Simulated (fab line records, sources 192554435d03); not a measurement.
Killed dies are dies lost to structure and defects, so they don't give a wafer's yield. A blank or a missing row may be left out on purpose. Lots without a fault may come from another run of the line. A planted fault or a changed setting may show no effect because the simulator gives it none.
fab line records | flow n5_finfet
record lots=6 wafers=18 last_day=18
route steps=1938 shown BEOL_M4@1069 PASSIVATION@1936
lots that met no fault: from a run of the same line without faults
start_h: hours from the record's first day to the start of the lot's first wafer shown | wait_h: hours since the lot's step before | " the same as in the row above | L1.1+2: a row that stands for several wafers | - no value, or no start given | * or withheld: withheld | < > ~ a bound
route shown NAME@n: a module of which the file shows steps, and the number in the route of the first | usual: mean/standard deviation of fault-free wafers | same: alike in all rows | chamber/n: place in a boat | sites: the reading at each site | _std_site: their standard deviation | _edge_site: outer sites' mean less inner sites' | radius_mm: how far each site lies from the wafer's centre | mask NAME#n: copy n | behind: the tool/chamber that last shaped the wafer | hold: why the lot was held/for how many hours/how that ended | device: the transistor (n, p or np) that didn't switch | end of line: the same wafers' tests at the end of the route | a step without rows: its recipe alone | killed: dies lost to structure and defects at the first sort, not the wafer's yield | map: a wafer's dies, x killed, . not, _ none there
set.NAME: the setting as run; set.NAME@STEP: as run at that earlier step | model.NAME: the simulator's own value behind a step, which no gauge read
lots at some steps of the route; a table a step, a row a wafer
services: from which hour (start_h, from the record's first day; less than 0 if before it) a tool's chamber was out of use, for how many hours, and why
## steps
# step N5_BEOL_M4_STRIP_36
# recipe chemistry=N2/H2 power_w=450 temp_c=40 pressure_mtorr=20 rf_frequency_hz=6e+07 overash_fraction=0.3 bias_power_w=7 h2_frac=0.5 n2_flow_sccm=200 h2_flow_sccm=200
# step N5_BEOL_M4_TRENCH_ETCH_37
# recipe chemistry=C4F6/O2 target_depth_a=555.55 target=SiOC time_s=29.2 ion_energy_ev=250 pressure_mtorr=30 source_w=355 bias_w=185 Ar_flow_sccm=300 C4F6_flow_sccm=10 O2_flow_sccm=10
# step N5_BEOL_M4_ETCH_41
# recipe chemistry=CH3F/O2 target=SiCN target_depth_a=299 taper_deg=2 time_s=52.5 ion_energy_ev=120 mask_material=TiN pressure_mtorr=30 source_w=395 bias_w=75 Ar_flow_sccm=150 CH3F_flow_sccm=30 O2_flow_sccm=20
# step N5_BEOL_M4_STRIP_97
# recipe chemistry=N2/H2 time_s=10 power_w=450 temp_c=40 pressure_mtorr=20 rf_frequency_hz=6e+07 bias_power_w=7 n2_flow_sccm=200 h2_flow_sccm=200
# usual drypump_motor_current_A=5.5/0.39 h2_flow_sccm=200.1/0.53 oes_product_au=0.77/0.084 rf_vpp_V=59.1/0.91 showerhead_plenum_p_Torr=2.53/0.1 throttle_valve_pct=23.58/0.26
# columns lot.wafer tool chamber start_h wait_h drypump_motor_current_A h2_flow_sccm oes_product_au rf_hours_counter_h rf_vpp_V showerhead_plenum_p_Torr throttle_valve_pct
L207.4 rie_diel-05 1 - - 5.5 199.3 0.76 186 58.9 2.42 23.85
L207.5 " 2 " " 5.9 199.7 0.72 - 59.1 2.64 23.67
L207.6 " 3 " " 5.7 200.2 0.92 - 61.6 2.71 23.53
L215.2 rie_diel-05 0 - - 5.0 200.9 0.78 90 61.5 2.57 23.17
L215.3 " 3 " " 5.7 200.1 0.89 25 59.7 2.70 23.56
L215.6 " 3 " " 5.7 199.8 0.89 - 58.2 2.70 23.55
L216.3 rie_diel-02 2 - - 5.9 200.2 0.70 210 59.4 2.63 23.69
L216.4 " 3 " " 5.4 200.3 0.88 49 59.5 2.56 23.35
L216.6 " 1 " " 5.0 199.9 0.86 - 58.6 2.58 23.29
L227.1 rie_diel-05 3 - - 5.7 200.2 0.85 53 59.4 2.69 23.59
L227.2 " 0 " " 5.0 200.0 0.77 109 60.0 2.56 23.19
L227.3 " 1 " " 5.5 200.0 0.71 224 58.6 2.41 23.92
L228.1 rie_diel-04 0 - - 5.9 199.3 0.67 230 59.4 2.40 23.93
L228.3 " 2 " " 4.8 200.1 0.84 78 59.7 2.45 23.33
L228.6 " 0 " " 5.9 199.8 0.68 - 60.3 2.40 23.92
L230.1 rie_diel-04 3 - - 5.6 199.5 0.67 239 59.6 2.40 23.59
L230.2 " 1 " " 5.3 199.4 1.00 0 58.0 2.59 23.53
L230.3 " 2 " " 4.8 200.1 0.82 86 58.7 2.45 23.36
# step N5_BEOL_M4_OCD_MEAS_38
# usual trench_depth_nm=54.9/0.68
# columns lot.wafer tool chamber start_h wait_h trench_depth_nm
L207.4 ocd-02 - 164.54 - 55.1
L207.5 " - " " 54.7
L207.6 " - " " 54.4
L215.2 ocd-01 - 208.03 - 55.8
L215.3 " - " " 54.3
L215.6 " - " " 54.6
L216.3 ocd-01 - 217.97 - 54.0
L216.4 " - " " 55.2
L216.6 " - " " 55.0
L227.1 ocd-02 - 285.17 - 54.5
L227.2 " - " " 54.7
L227.3 " - " " 54.7
L228.1 ocd-01 - 288.43 - 54.8
L228.3 " - " " 55.1
L228.6 " - " " 54.6
L230.1 ocd-01 - 307.82 - 53.9
L230.2 " - " " 54.2
L230.3 " - " " 54.6
# step N5_BEOL_M4_HM_STRIP_39
# recipe chemistry=peroxide_tin_strip material=TiN target_depth_a=250 temp_c=50 time_s=158
# step N5_BEOL_M4_SRD_40
# recipe time_s=30 temp_c=23 rinse_liquid=diw dry=ipa_marangoni
# step N5_BEOL_M4_PRECLEAN_42
# recipe chemistry=residue_remover time_s=60 temp_c=40
# step N5_BEOL_M4_SRD_43
# recipe time_s=30 temp_c=23 rinse_liquid=diw dry=ipa_marangoni
# step N5_BEOL_M4_CD_MEAS_35
# recipe target_cd_nm=18 target_cd_y_nm=22.4 polarity=opening
# usual cd_nm=17.9/0.34
# columns lot.wafer tool chamber start_h wait_h cd_nm
L207.4 cd_sem-03 - 164.70 0.0 18.1
L207.5 " - " " 17.9
L207.6 " - " " 18.0
L215.2 cd_sem-03 - 208.19 0.0 18.0
L215.3 " - " " 17.3
L215.6 " - " " 18.3
L216.3 cd_sem-01 - 218.12 0.0 17.3
L216.4 " - " " 17.5
L216.6 " - " " 17.8
L227.1 cd_sem-01 - 285.33 0.0 18.1
L227.2 " - " " 17.8
L227.3 " - " " 17.8
L228.1 cd_sem-03 - 288.58 0.0 18.1
L228.3 " - " " 18.4
L228.6 " - " " 18.1
L230.1 cd_sem-01 - 307.98 0.0 17.9
L230.2 " - " " 17.8
L230.3 " - " " 18.3
# step N5_BEOL_M4_DEGAS_44
# recipe ambient=vacuum temp_c=250 time_s=60
# step N5_BEOL_M4_PRE_CLEAN_45
# recipe gas=H2/He time_s=30 temp_c=250
# step N5_BEOL_M4_ALD_84
# recipe material=TaN target_thk_a=* temp_c=275 ald_precursor_family=PDMAT ald_co_reactant=NH3 pressure_torr=3 carrier_flow_sccm=1500 pulse_time_s=2 purge_time_s=3 co_reactant_purge_time_s=2 co_reactant_pulse_time_s=3 ald_cycles=30 precursor_vessel_temp_c=75 precursor_vessel_pressure_torr=26.25 precursor_vessel_carrier_sccm=1000
# usual ald_cycles=30/0 chamber_pressure_Torr=3.000/0.0066 heater_power_w=412/32 pulse_time_s=2/0
# columns lot.wafer tool chamber start_h wait_h ald_cycles chamber_pressure_Torr heater_power_w pulse_time_s
L207.4 ald_metal-03 2 165.23 0.2 30 3.002 432 2
L207.5 " 0 " " 30 2.999 444 2
L207.6 " 1 " " 30 3.003 396 2
L215.2 ald_metal-03 1 208.88 0.3 - - - -
L215.3 " 2 " " - - - -
L215.6 " 3 " " - - - -
L216.3 ald_metal-02 3 218.58 0.0 - - - -
L216.4 " 3 " " - - - -
L216.6 " 0 " " - - - -
L227.1 ald_metal-03 2 285.67 0.0 30 2.993 420 2
L227.2 " 3 " " 30 2.997 383 2
L227.3 " 1 " " 30 2.997 401 2
L228.1 ald_metal-04 2 289.24 0.1 30 2.995 503 2
L228.3 " 3 " " 30 2.987 430 2
L228.6 " 2 " " 30 2.995 502 2
L230.1 ald_metal-04 2 308.23 0.0 30 3.013 499 2
L230.2 " 0 " " 30 3.002 461 2
L230.3 " 1 " " 30 2.996 389 2
# step N5_BEOL_M4_SURFACE_TREAT_85
# recipe gas=Ar time_s=* ion_energy_ev=* ion_current_ma_cm2=0.5 pressure_mtorr=* ar_flow_sccm=30
# step N5_BEOL_M4_CVD_47
# recipe material=Co target_thk_a=30 temp_c=withheld precursor=CCTBA/H2 pressure_torr=30 time_s=223.8
# step N5_BEOL_M4_SPUTTER_48
# recipe material=Cu target_thk_a=45 temp_c=-20 chamber_pressure_pa=0.07 power_w=withheld time_s=8.29
# step N5_BEOL_M4_ANNEAL_49
# recipe temp_c=400 time_s=240 ambient=vacuum
# step N5_BEOL_M4_SPUTTER_79
# recipe material=Cu target_thk_a=45 temp_c=-20 chamber_pressure_pa=0.07 power_w=withheld time_s=8.29
# step N5_BEOL_M4_ANNEAL_80
# recipe temp_c=400 time_s=240 ambient=vacuum
# step N5_BEOL_M4_SPUTTER_81
# recipe material=Cu target_thk_a=45 temp_c=-20 chamber_pressure_pa=0.07 power_w=withheld time_s=8.29
# usual throttle_valve_pct=29.7/1
# columns lot.wafer tool chamber start_h wait_h throttle_valve_pct
L207.4 pvd_sputter-03 - 166.70 0.1 29.8
L207.5 " - " " 28.0
L207.6 " - " " 29.4
L215.2 pvd_sputter-01 - 209.82 0.1 28.5
L215.3 " - " " 30.4
L215.6 " - " " 30.3
L216.3 pvd_sputter-02 - 219.50 0.1 28.8
L216.4 " - " " 30.0
L216.6 " - " " 30.0
L227.1 pvd_sputter-02 - 286.56 0.1 28.4
L227.2 " - " " 30.0
L227.3 " - " " 30.2
L228.1 pvd_sputter-03 - 290.41 0.1 31.3
L228.3 " - " " 28.0
L228.6 " - " " 27.9
L230.1 pvd_sputter-03 - 309.39 0.1 29.5
L230.2 " - " " 29.7
L230.3 " - " " 31.3
# step N5_BEOL_M4_ANNEAL_82
# recipe temp_c=400 time_s=240 ambient=vacuum
# usual heater_power_w=869/150
# columns lot.wafer tool chamber start_h wait_h heater_power_w
L207.4 pvd_sputter-03 - 166.78 0.0 832
L207.5 " - " " 1164
L207.6 " - " " 761
L215.2 pvd_sputter-01 - 209.90 0.0 834
L215.3 " - " " 713
L215.6 " - " " 723
L216.3 pvd_sputter-02 - 219.58 0.0 703
L216.4 " - " " 1033
L216.6 " - " " 1050
L227.1 pvd_sputter-02 - 286.64 0.0 686
L227.2 " - " " 1028
L227.3 " - " " 1029
L228.1 pvd_sputter-03 - 290.49 0.0 688
L228.3 " - " " 1164
L228.6 " - " " 1168
L230.1 pvd_sputter-03 - 309.47 0.0 752
L230.2 " - " " 824
L230.3 " - " " 688
# step N5_BEOL_M4_SPUTTER_86
# recipe material=Cu target_thk_a=45 temp_c=-20 chamber_pressure_pa=0.07 power_w=withheld time_s=8.29
# step N5_BEOL_M4_ANNEAL_87
# recipe temp_c=400 time_s=240 ambient=vacuum
# step N5_BEOL_M4_SPUTTER_88
# recipe material=Cu target_thk_a=45 temp_c=-20 chamber_pressure_pa=0.07 power_w=withheld time_s=8.29
# usual throttle_valve_pct=29.7/1
# columns lot.wafer tool chamber start_h wait_h throttle_valve_pct
L207.4 pvd_sputter-03 - 167.14 0.1 29.9
L207.5 " - " " 27.8
L207.6 " - " " 29.1
L215.2 pvd_sputter-01 - 210.26 0.1 29.0
L215.3 " - " " 30.5
L215.6 " - " " 30.4
L216.3 pvd_sputter-02 - 219.94 0.1 28.8
L216.4 " - " " 29.9
L216.6 " - " " 30.2
L227.1 pvd_sputter-02 - 287.00 0.1 28.9
L227.2 " - " " 30.1
L227.3 " - " " 30.2
L228.1 pvd_sputter-03 - 290.85 0.1 31.2
L228.3 " - " " 27.6
L228.6 " - " " 28.2
L230.1 pvd_sputter-03 - 309.83 0.1 29.7
L230.2 " - " " 29.7
L230.3 " - " " 31.5
# step N5_BEOL_M4_ANNEAL_89
# recipe temp_c=400 time_s=240 ambient=vacuum
# usual heater_power_w=869/150
# columns lot.wafer tool chamber start_h wait_h heater_power_w
L207.4 pvd_sputter-03 - 167.22 0.0 820
L207.5 " - " " 1168
L207.6 " - " " 779
L215.2 pvd_sputter-01 - 210.34 0.0 838
L215.3 " - " " 717
L215.6 " - " " 728
L216.3 pvd_sputter-02 - 220.02 0.0 679
L216.4 " - " " 1008
L216.6 " - " " 1012
L227.1 pvd_sputter-02 - 287.08 0.0 677
L227.2 " - " " 989
L227.3 " - " " 1069
L228.1 pvd_sputter-03 - 290.93 0.0 703
L228.3 " - " " 1202
L228.6 " - " " 1179
L230.1 pvd_sputter-03 - 309.91 0.0 763
L230.2 " - " " 822
L230.3 " - " " 699
# step N5_BEOL_M4_SPUTTER_90
# recipe material=Cu target_thk_a=45 temp_c=-20 chamber_pressure_pa=0.07 power_w=withheld time_s=8.29
# step N5_BEOL_M4_ANNEAL_91
# recipe temp_c=400 time_s=240 ambient=vacuum
# step N5_BEOL_M4_SPUTTER_92
# recipe material=Cu target_thk_a=45 temp_c=-20 chamber_pressure_pa=0.07 power_w=withheld time_s=8.29
# step N5_BEOL_M4_ANNEAL_93
# recipe temp_c=400 time_s=240 ambient=vacuum
# step N5_BEOL_M4_SPUTTER_94
# recipe material=Cu target_thk_a=45 temp_c=-20 chamber_pressure_pa=0.07 power_w=withheld time_s=8.29
# step N5_BEOL_M4_ANNEAL_95
# recipe temp_c=400 time_s=240 ambient=vacuum
# step N5_BEOL_M4_SPUTTER_96
# recipe material=Cu target_thk_a=45 temp_c=-20 chamber_pressure_pa=0.07 power_w=withheld time_s=8.29
# step N5_BEOL_M4_ECD_50
# recipe material=Cu target_thk_a=3000
# step N5_BEOL_M4_ANNEAL_51
# recipe temp_c=225 time_s=90 ambient=N2
# step N5_BEOL_M4_CMP_52
# recipe stop_on=SiOC t_overpolish_s=6.8 down_force_psi=1 platen_rpm=50 clearing_platen_down_force_psi=1.5 clearing_platen_rpm=50 post_cmp_clean=cu_alkaline target_thk_nm=40 clearing_platen_pad_velocity_m_s=0.99484 pad_velocity_m_s=0.99484
# usual barrier_field_endpoint_s=24.8/0.63 motor_current_A=6.0/0.72
# columns lot.wafer tool chamber start_h wait_h barrier_field_endpoint_s motor_current_A
L207.4 cmp-04 2 168.87 0.4 25.0 5.2
L207.6 " 2 " " 24.8 5.2
L207.5 " 3 " " 24.7 5.5
L215.2 cmp-01 1 211.67 0.2 23.9 5.7
L215.3 " 2 " " 23.2 5.7
L215.6 " 0 " " 22.4 4.8
L216.3 cmp-01 3 221.35 0.2 22.9 6.6
L216.4 " 0 " " 22.6 5.0
L216.6 " 2 " " 22.7 5.7
L227.1 cmp-03 1 288.38 0.3 23.6 6.7
L227.2 " 2 " " 24.6 7.7
L227.3 " 3 " " 23.8 7.4
L228.1 cmp-01 3 292.22 0.3 25.1 6.6
L228.3 " 2 " " 23.7 5.7
L228.6 " 0 " " 24.0 5.1
L230.3 cmp-01 2 311.30 0.2 24.9 5.7
L230.2 " 3 " " 25.2 6.2
L230.1 " 0 " " 23.6 5.2
# step N5_BEOL_M4_RC_MEAS_101
# usual DIBL_N=36.9/1.7 DIBL_P=36.7/2.1 IOFF_N=0.17/0.032 IOFF_P=0.22/0.036 ION_N=674/12 ION_P=461/7 SS_N=71.7/0.6 SS_P=73.4/0.67 VT_N=249/3.1 VT_P=-250/3.2
# columns lot.wafer tool chamber start_h wait_h DIBL_N[mV/V] DIBL_P[mV/V] IOFF_N[nA/um] IOFF_P[nA/um] ION_N[uA/um] ION_P[uA/um] SS_N[mV/dec] SS_P[mV/dec] VT_N[mV] VT_P[mV]
L207.4 prober-01 0 169.98 0.5 34.7 33.9 0.12 0.16 660 450 71.9 72.5 257 -253
L207.5 " 0 " " 36.5 35.9 0.15 0.18 666 452 71.3 73.2 252 -253
L207.6 " 0 " " 36.2 36.0 0.15 0.19 679 462 71.5 73.2 249 -253
L227.1 prober-01 0 288.99 0.0 38.3 39.8 0.19 0.26 674 471 72.0 74.2 247 -246
L227.2 " 0 " " 36.0 36.7 0.15 0.20 672 459 71.0 73.8 252 -249
L227.3 " 0 " " 37.9 38.9 0.20 0.24 683 460 72.2 73.7 248 -250
L228.1 prober-02 0 293.04 0.0 33.9 32.4 0.11 0.16 653 450 71.3 72.7 255 -253
L228.3 " 0 " " 34.6 33.8 0.13 0.19 654 453 72.4 73.2 253 -251
L228.6 " 0 " " 34.1 33.3 0.13 0.17 659 451 70.8 72.8 255 -250
L230.1 prober-01 0 311.87 0.0 38.3 38.6 0.16 0.23 664 460 71.9 73.7 253 -250
L230.2 " 0 " " 39.1 38.7 0.19 0.25 687 477 72.6 73.6 248 -248
L230.3 " 0 " " 38.0 37.7 0.15 0.22 659 457 71.8 73.3 252 -251
# step N5_PASSIVATION_PROBE_49
# usual defect_limited_yield=91.7/1.5 killed_at_M0_to_M3=32/9.6 killed_at_M4_up=13/5.3 killed_at_contacts=12/6.8 killed_at_front_end=36/9.8 killed_at_other=4/3.1 killed_dies=98/17 killed_on_rim=13/4 killed_open=65/13 killed_short=32/8.5 sort_bin_4_leakage=0.00/0.007 sort_bin_5_function=4.9/0.93 sort_bin_6_memory=3.2/0.67 sort_n_pass=1082/17 sort_yield_pct=91.7/1.4
# same gross_dies=1180 killed_at_back_side=0 sort_bin_8_speed[%]=0
# columns lot.wafer tool chamber start_h wait_h defect_limited_yield[%] killed_at_M0_to_M3 killed_at_M4_up killed_at_contacts killed_at_front_end killed_at_other killed_dies killed_on_rim killed_open killed_short sort_bin_4_leakage[%] sort_bin_5_function[%] sort_bin_6_memory[%] sort_n_pass sort_yield_pct[%]
L207.4 prober-01 - 272.27 0.2 93.8 32 7 6 26 2 73 6 47 22 0 3.7 2.2 1107 93.8
L207.5 prober-01 - 272.32 0.2 93.1 29 4 12 34 2 81 10 46 34 0 4.7 1.7 1099 93.1
L207.6 prober-01 - 272.37 0.3 91.9 38 11 4 39 4 96 7 65 28 0 5.1 2.9 1084 91.9
L215.2 prober-02 - 309.93 0.1 0 44 1056 39 40 1 1180 152 102 33 88.47 7.2 4.2 0 0
L215.3 prober-02 - 309.98 0.1 0 37 1092 16 31 4 1180 152 72 32 91.10 5.0 3.6 0 0
L215.6 prober-02 - 310.13 0.3 0 32 1089 21 35 3 1180 152 78 33 90.59 6.1 3.1 0 0
L216.3 prober-01 - 318.42 0.1 0 51 1069 13 47 0 1180 152 87 29 90.17 5.6 3.9 0 0
L216.4 prober-01 - 318.47 0.2 0 34 1091 20 35 0 1180 152 59 36 91.86 4.5 3.5 0 0
L216.6 prober-01 - 318.57 0.3 0 45 1084 21 27 3 1180 152 68 40 90.85 5.3 3.5 0 0
L227.1 prober-02 - 391.95 0.0 88.4 43 12 33 39 10 137 27 92 40 0 7.1 4.2 1043 88.4
L227.2 prober-02 - 392.00 0.1 91.0 33 6 22 43 2 106 15 77 29 0 5.3 3.4 1074 91.0
L227.3 prober-02 - 392.05 0.1 91.8 36 9 23 27 2 97 11 62 35 0 4.7 3.4 1083 91.8
# killed by level:class
L207.4 BEOL_M0_SAQP:geometric_particle:short=9 STI_FIN_REVEAL:geometric_particle:open=8 BEOL_M0_SAQP:geometric_particle:open=7 MOL_CONTACT_COAG:geometric_particle:open=6 FIN_SAQP:geometric_particle:open=5 BEOL_M3:geometric_particle:open=5 BEOL_M1:geometric_particle:open=4 BEOL_M2:geometric_particle:open=4
L207.5 BEOL_M0_SAQP:geometric_particle:short=9 BEOL_M0_SAQP:geometric_particle:open=9 MOL_CONTACT_COAG:geometric_particle:open=8 FIN_SAQP:geometric_particle:short=7 GATE_CUT:geometric_particle:short=5 BEOL_M3:geometric_particle:open=5 DUMMY_GATE:geometric_particle:open=4 MOL_CONTACT_COAG:geometric_particle:short=4
L207.6 STI_FIN_REVEAL:geometric_particle:open=11 BEOL_M0_SAQP:geometric_particle:open=10 BEOL_M1:geometric_particle:open=9 FIN_SAQP:geometric_particle:short=7 BEOL_M2:geometric_particle:open=5 MOL_CONTACT_COAG:geometric_particle:open=4 BEOL_M0_SAQP:geometric_particle:short=4 BEOL_M3:geometric_particle:short=4
L215.2 BEOL_M4:area_ald=1029 MOL_CONTACT_COAG:geometric_particle:open=32 M4:area_ald=15 BEOL_M2:geometric_particle:open=12 BEOL_M0_SAQP:geometric_particle:open=10 FIN_SAQP:geometric_particle:short=9 BEOL_M0_SAQP:geometric_particle:short=8 FIN_SAQP:geometric_particle:open=7
L215.3 BEOL_M4:area_ald=1054 M4:area_ald=21 MOL_CONTACT_COAG:geometric_particle:open=14 BEOL_M2:geometric_particle:open=11 BEOL_M0:geometric_particle:open=8 DUMMY_GATE:geometric_particle:open=7 BEOL_M0_SAQP:geometric_particle:short=7 STI_FIN_REVEAL:geometric_particle:open=5
L215.6 BEOL_M4:area_ald=1054 MOL_CONTACT_COAG:geometric_particle:open=17 STI_FIN_REVEAL:geometric_particle:open=16 M4:area_ald=15 BEOL_M4:geometric_particle:open=9 BEOL_M0_SAQP:geometric_particle:short=6 BEOL_M1:geometric_particle:open=6 STARTING-WAFER:geometric_particle:open=6
L216.3 BEOL_M4:area_ald=1052 STI_FIN_REVEAL:geometric_particle:open=16 BEOL_M0_SAQP:geometric_particle:open=12 M4:area_ald=12 FIN_SAQP:geometric_particle:open=11 BEOL_M1:geometric_particle:open=11 MOL_CONTACT_COAG:geometric_particle:open=10 BEOL_M0_SAQP:geometric_particle:short=10
L216.4 BEOL_M4:area_ald=1060 M4:area_ald=24 MOL_CONTACT_COAG:geometric_particle:open=12 BEOL_M3:geometric_particle:open=10 FIN_SAQP:geometric_particle:short=9 MOL_CONTACT_COAG:geometric_particle:short=8 FIN_SAQP:geometric_particle:open=7 BEOL_M1:geometric_particle:open=6
L216.6 BEOL_M4:area_ald=1049 M4:area_ald=23 MOL_CONTACT_COAG:geometric_particle:open=15 BEOL_M2:geometric_particle:open=11 FIN_SAQP:geometric_particle:short=10 BEOL_M0_SAQP:geometric_particle:short=9 BEOL_M0_SAQP:geometric_particle:open=8 BEOL_M4:geometric_particle:open=7
L227.1 MOL_CONTACT_COAG:geometric_particle:open=20 STI_FIN_REVEAL:geometric_particle:open=17 BEOL_M3:geometric_particle:open=12 BEOL_M2:geometric_particle:open=10 MOL_CONTACT_COAG:geometric_particle:short=10 BEOL_M0_SAQP:geometric_particle:short=6 BEOL_M0_SAQP:geometric_particle:open=6 FIN_SAQP:geometric_particle:open=5
L227.2 MOL_CONTACT_COAG:geometric_particle:open=19 STI_FIN_REVEAL:geometric_particle:open=16 FIN_SAQP:geometric_particle:short=9 BEOL_M3:geometric_particle:open=9 BEOL_M2:geometric_particle:open=6 BEOL_M2:geometric_particle:short=5 BEOL_M0_SAQP:geometric_particle:open=5 BEOL_M4:geometric_particle:open=4
L227.3 MOL_CONTACT_COAG:geometric_particle:open=18 BEOL_M1:geometric_particle:open=8 FIN_SAQP:geometric_particle:open=6 GATE_CUT:geometric_particle:short=6 BEOL_M0_SAQP:geometric_particle:short=6 MOL_CONTACT_COAG:geometric_particle:short=5 BEOL_M2:geometric_particle:open=5 BEOL_M3:geometric_particle:open=5
# map L215.2 (x killed, . not)
_________________xxxxxxxxxxxx________________
______________xxxxxxxxxxxxxxxxxx_____________
___________xxxxxxxxxxxxxxxxxxxxxxxx__________
__________xxxxxxxxxxxxxxxxxxxxxxxxxx_________
________xxxxxxxxxxxxxxxxxxxxxxxxxxxxxx_______
_______xxxxxxxxxxxxxxxxxxxxxxxxxxxxxxxx______
______xxxxxxxxxxxxxxxxxxxxxxxxxxxxxxxxxx_____
_____xxxxxxxxxxxxxxxxxxxxxxxxxxxxxxxxxxxx____
____xxxxxxxxxxxxxxxxxxxxxxxxxxxxxxxxxxxxxx___
___xxxxxxxxxxxxxxxxxxxxxxxxxxxxxxxxxxxxxxxx__
___xxxxxxxxxxxxxxxxxxxxxxxxxxxxxxxxxxxxxxxx__
__xxxxxxxxxxxxxxxxxxxxxxxxxxxxxxxxxxxxxxxxxx_
__xxxxxxxxxxxxxxxxxxxxxxxxxxxxxxxxxxxxxxxxxx_
_xxxxxxxxxxxxxxxxxxxxxxxxxxxxxxxxxxxxxxxxxxxx
_xxxxxxxxxxxxxxxxxxxxxxxxxxxxxxxxxxxxxxxxxxxx
_xxxxxxxxxxxxxxxxxxxxxxxxxxxxxxxxxxxxxxxxxxxx
_xxxxxxxxxxxxxxxxxxxxxxxxxxxxxxxxxxxxxxxxxxxx
_xxxxxxxxxxxxxxxxxxxxxxxxxxxxxxxxxxxxxxxxxxxx
_xxxxxxxxxxxxxxxxxxxxxxxxxxxxxxxxxxxxxxxxxxxx
_xxxxxxxxxxxxxxxxxxxxxxxxxxxxxxxxxxxxxxxxxxxx
_xxxxxxxxxxxxxxxxxxxxxxxxxxxxxxxxxxxxxxxxxxxx
__xxxxxxxxxxxxxxxxxxxxxxxxxxxxxxxxxxxxxxxxxx_
__xxxxxxxxxxxxxxxxxxxxxxxxxxxxxxxxxxxxxxxxxx_
___xxxxxxxxxxxxxxxxxxxxxxxxxxxxxxxxxxxxxxxx__
___xxxxxxxxxxxxxxxxxxxxxxxxxxxxxxxxxxxxxxxx__
____xxxxxxxxxxxxxxxxxxxxxxxxxxxxxxxxxxxxxx___
_____xxxxxxxxxxxxxxxxxxxxxxxxxxxxxxxxxxxx____
______xxxxxxxxxxxxxxxxxxxxxxxxxxxxxxxxxx_____
_______xxxxxxxxxxxxxxxxxxxxxxxxxxxxxxxx______
________xxxxxxxxxxxxxxxxxxxxxxxxxxxxxx_______
__________xxxxxxxxxxxxxxxxxxxxxxxxxx_________
___________xxxxxxxxxxxxxxxxxxxxxxxx__________
______________xxxxxxxxxxxxxxxxxx_____________
_________________xxxxxxxxxxxx________________
# map L216.3 (x killed, . not)
_________________xxxxxxxxxxxx________________
______________xxxxxxxxxxxxxxxxxx_____________
___________xxxxxxxxxxxxxxxxxxxxxxxx__________
__________xxxxxxxxxxxxxxxxxxxxxxxxxx_________
________xxxxxxxxxxxxxxxxxxxxxxxxxxxxxx_______
_______xxxxxxxxxxxxxxxxxxxxxxxxxxxxxxxx______
______xxxxxxxxxxxxxxxxxxxxxxxxxxxxxxxxxx_____
_____xxxxxxxxxxxxxxxxxxxxxxxxxxxxxxxxxxxx____
____xxxxxxxxxxxxxxxxxxxxxxxxxxxxxxxxxxxxxx___
___xxxxxxxxxxxxxxxxxxxxxxxxxxxxxxxxxxxxxxxx__
___xxxxxxxxxxxxxxxxxxxxxxxxxxxxxxxxxxxxxxxx__
__xxxxxxxxxxxxxxxxxxxxxxxxxxxxxxxxxxxxxxxxxx_
__xxxxxxxxxxxxxxxxxxxxxxxxxxxxxxxxxxxxxxxxxx_
_xxxxxxxxxxxxxxxxxxxxxxxxxxxxxxxxxxxxxxxxxxxx
_xxxxxxxxxxxxxxxxxxxxxxxxxxxxxxxxxxxxxxxxxxxx
_xxxxxxxxxxxxxxxxxxxxxxxxxxxxxxxxxxxxxxxxxxxx
_xxxxxxxxxxxxxxxxxxxxxxxxxxxxxxxxxxxxxxxxxxxx
_xxxxxxxxxxxxxxxxxxxxxxxxxxxxxxxxxxxxxxxxxxxx
_xxxxxxxxxxxxxxxxxxxxxxxxxxxxxxxxxxxxxxxxxxxx
_xxxxxxxxxxxxxxxxxxxxxxxxxxxxxxxxxxxxxxxxxxxx
_xxxxxxxxxxxxxxxxxxxxxxxxxxxxxxxxxxxxxxxxxxxx
__xxxxxxxxxxxxxxxxxxxxxxxxxxxxxxxxxxxxxxxxxx_
__xxxxxxxxxxxxxxxxxxxxxxxxxxxxxxxxxxxxxxxxxx_
___xxxxxxxxxxxxxxxxxxxxxxxxxxxxxxxxxxxxxxxx__
___xxxxxxxxxxxxxxxxxxxxxxxxxxxxxxxxxxxxxxxx__
____xxxxxxxxxxxxxxxxxxxxxxxxxxxxxxxxxxxxxx___
_____xxxxxxxxxxxxxxxxxxxxxxxxxxxxxxxxxxxx____
______xxxxxxxxxxxxxxxxxxxxxxxxxxxxxxxxxx_____
_______xxxxxxxxxxxxxxxxxxxxxxxxxxxxxxxx______
________xxxxxxxxxxxxxxxxxxxxxxxxxxxxxx_______
__________xxxxxxxxxxxxxxxxxxxxxxxxxx_________
___________xxxxxxxxxxxxxxxxxxxxxxxx__________
______________xxxxxxxxxxxxxxxxxx_____________
_________________xxxxxxxxxxxx________________
## services
# columns tool chamber start_h hours kind
cmp-04 - 141.18 2.3 repair
rie_diel-04 3 144.48 1.3 repair
cmp-01 - 144.90 0.5 repair
pvd_sputter-03 - 150.18 7.7 repair
cmp-01 - 159.29 16.0 pm
rie_diel-04 1 165.57 6.6 repair
cmp-03 - 166.05 3.6 pm
rie_diel-02 1 169.13 2.1 repair
ald_metal-02 - 174.68 8.7 pm
cmp-01 - 183.14 2.1 repair
ald_metal-03 2 184.91 2.0 repair
cmp-04 - 203.67 4.3 repair
ald_metal-02 1 206.93 17.4 repair
rie_diel-04 - 212.45 14.6 pm
rie_diel-05 0 213.96 11.5 repair
ald_metal-02 3 220.36 5.6 repair
cmp-03 - 226.34 4.0 pm
rie_diel-05 - 227.23 15.6 pm
rie_diel-05 1 253.43 2.5 repair
cmp-01 - 258.90 4.0 pm
cmp-04 - 259.58 2.5 repair
cmp-01 - 272.01 6.9 pm
rie_diel-05 - 278.82 0.5 repair
rie_diel-05 2 282.21 3.3 repair
## key
first_sign step=N5_BEOL_M4_ALD_84 reading=tool_record direction=missing
effect step=N5_BEOL_M4_CMP_52 reading=barrier_field_endpoint_s direction=down sigmas=3 usual=24.8 struck=22.9
effect step=N5_PASSIVATION_PROBE_49 reading=sort_bin_4_leakage direction=up sigmas=99+ usual=0.00 struck=90.51
more_kills_born_at N5_BEOL_M4_ALD_84@ald_metal-02=3220 N5_BEOL_M4_ALD_84@ald_metal-03=3188
met_at N5_BEOL_M4_ALD_84
struck_wafers L215.2,L215.3,L215.6,L216.3,L216.4,L216.6
later_rows_left_out L215.2,L215.3,L215.6,L216.3,L216.4,L216.6
onset_between 165.23 208.88
fault kind=skipped_step_whole tool=ald_metal-02,ald_metal-03 chamber=- onset_h=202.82 steps=N5_BEOL_M4_ALD_84 scope=struck_lots_only
# later_rows_left_out: the simulator's readings of these wafers behind a module that went badly wrong aren't trusted and aren't shown, but for the sort
